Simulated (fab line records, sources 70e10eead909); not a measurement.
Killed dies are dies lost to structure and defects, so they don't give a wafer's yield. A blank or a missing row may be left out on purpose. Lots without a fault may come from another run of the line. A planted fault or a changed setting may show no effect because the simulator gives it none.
Chamber matching | flow nand_harc | NHARC_A_STAIRCASE_DEP_325 on pecvd-03: 3 sister chambers
The step deposits SiO2, target thk 7200 nm. 3 wafers are shown with their chamber, then 9 later ones without.

WAFERS WITH THEIR CHAMBER
wafer  | chamber | heater_power_w (W)
L093.1 | 1       | 927
L094.1 | 0       | 655
L094.4 | 2       | 590

WAFERS WITHOUT THEIR CHAMBER
wafer  | heater_power_w (W)
L095.1 | 691
L095.3 | 806
L095.6 | 731
L095.2 | 602
L095.4 | 598
L095.5 | 591
L097.2 | 628
L097.4 | 597
L097.6 | 603

WHICH CHAMBER EACH WENT THROUGH
wafer  | from the rows above          | in truth
L095.1 | can't be placed: 0 or 2      | 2
L095.3 | can't be placed: 1 or 0 or 2 | 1
L095.6 | can't be placed: 0 or 2      | 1
L095.2 | can't be placed: 2 or 0      | 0
L095.4 | can't be placed: 2 or 0      | 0
L095.5 | can't be placed: 2 or 0      | 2
L097.2 | can't be placed: 0 or 2      | 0
L097.4 | can't be placed: 2 or 0      | 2
L097.6 | can't be placed: 2 or 0      | 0
Placed correctly: 0 of 9. Can't be placed from these rows: 9 (the true chamber is among the candidates in 8). Placed wrongly: 0.
How it was worked out, from the rows above alone: a wafer's distance from a chamber is the root of the sum, over the readings, of the square of ((its reading less the chamber's mean) divided by the reading's scatter). The wafer belongs to the nearest chamber; if the next one is less than 2 further off, it can't be placed. A chamber's mean is the mean of its shown wafers. The scatter: with one shown wafer a chamber, the root of the mean of the squares of how far each hidden wafer lies from its nearest shown one.
